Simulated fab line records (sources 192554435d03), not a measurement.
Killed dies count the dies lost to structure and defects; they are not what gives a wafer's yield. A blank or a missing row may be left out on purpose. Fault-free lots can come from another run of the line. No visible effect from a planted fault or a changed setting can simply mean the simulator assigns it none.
2 desks, one fault | flow n5Finfet | each desk holds nothing but its own numbers, with what lay behind them at the end

## AT THE TOOL OWNER'S DESK: rieMetal-01
The tool's own readings at N5_GATE_CUT_ETCH_56 (etches TiN in Cl2/Ar, target depth 21.6 nm): means of the sampled wafers that have a number, for each lot that ran on this tool. If a lot's mean is further than 4 standard deviations from the usual mean, the lot is out of limits and carries the mark OUT (the distance appears in the brackets).
Columns: A = biasW at N5_GATE_CUT_ETCH_56, usual 60.01 W; B = drypumpMotorCurrentA at N5_GATE_CUT_ETCH_56, usual 5.7 A; C = oesProductAu at N5_GATE_CUT_ETCH_56, usual 0.74 a.u.; D = throttleValvePct at N5_GATE_CUT_ETCH_56, usual 20.80 %
lot  | first seen here | A     | B   | C    | D
L650 | day 4 07:59     | 59.87 | 5.2 | 0.73 | 20.66
L658 | day 6 09:50     | 59.93 | 5.5 | 0.77 | 20.65
L661 | day 7 02:26     | 60.14 | 5.1 | 0.72 | 20.68
L662 | day 7 12:13     | 60.03 | 5.1 | 0.71 | 20.69
L663 | day 7 17:50     | 60.01 | 5.5 | 0.88 | 20.54
L664 | day 7 18:53     | 59.98 | 5.2 | 0.83 | 20.57
Result from this desk: across the 6 lots, nothing is out of limits.

## AT THE METROLOGY DESK
Lot by lot, what the gauges showed, no matter which tool ran the lot: averages of those sampled wafers that carry a number. If a lot's mean is further than 4 standard deviations from the usual mean, the lot is out of limits and carries the mark OUT (the distance appears in the brackets). Readings shown: 7 of its 10, picked as those furthest out on some lot.
Columns: A = IOFF_N at N5_BEOL_M4_RC_MEAS_101, usual 0.19 nA/um; B = IOFF_P at N5_BEOL_M4_RC_MEAS_101, usual 0.24 nA/um; C = ION_N at N5_BEOL_M4_RC_MEAS_101, usual 679 uA/um; D = ION_P at N5_BEOL_M4_RC_MEAS_101, usual 465 uA/um; E = SS_P at N5_BEOL_M4_RC_MEAS_101, usual 73.7 mV/dec; F = VT_N at N5_BEOL_M4_RC_MEAS_101, usual 248 mV; G = VT_P at N5_BEOL_M4_RC_MEAS_101, usual -249 mV
lot  | first seen here | A    | B    | C   | D   | E    | F   | G
L650 | day 7 19:21     | 0.18 | 0.23 | 672 | 461 | 73.5 | 251 | -248
L652 | day 8 11:52     | 0.16 | 0.21 | 670 | 464 | 73.8 | 251 | -250
L653 | day 8 20:26     | 0.15 | 0.20 | 664 | 458 | 72.7 | 252 | -251
L658 | day 10 21:11    | 0.14 | 0.20 | 660 | 457 | 73.5 | 253 | -251
L661 | day 11 12:04    | 0.26 | 0.32 | 693 | 472 | 73.9 | 244 | -246
L662 | day 11 13:14    | 0.16 | 0.19 | 670 | 450 | 73.2 | 248 | -253
L663 | day 11 17:02    | 0.18 | 0.26 | 693 | 479 | 73.0 | 247 | -245
L664 | day 11 19:13    | 0.15 | 0.23 | 666 | 464 | 73.6 | 252 | -249
L672 | day 14 00:07    | 0.17 | 0.22 | 676 | 463 | 73.9 | 251 | -251
L673 | day 14 05:08    | 0.17 | 0.23 | 683 | 466 | 73.6 | 250 | -250
Result from this desk: across the 10 lots, nothing is out of limits.

## BROUGHT TOGETHER
Nothing out of limits was seen by the tool owner's desk.
Nothing out of limits was seen by the metrology desk.

## WHAT THE SIMULATOR HAD PUT IN
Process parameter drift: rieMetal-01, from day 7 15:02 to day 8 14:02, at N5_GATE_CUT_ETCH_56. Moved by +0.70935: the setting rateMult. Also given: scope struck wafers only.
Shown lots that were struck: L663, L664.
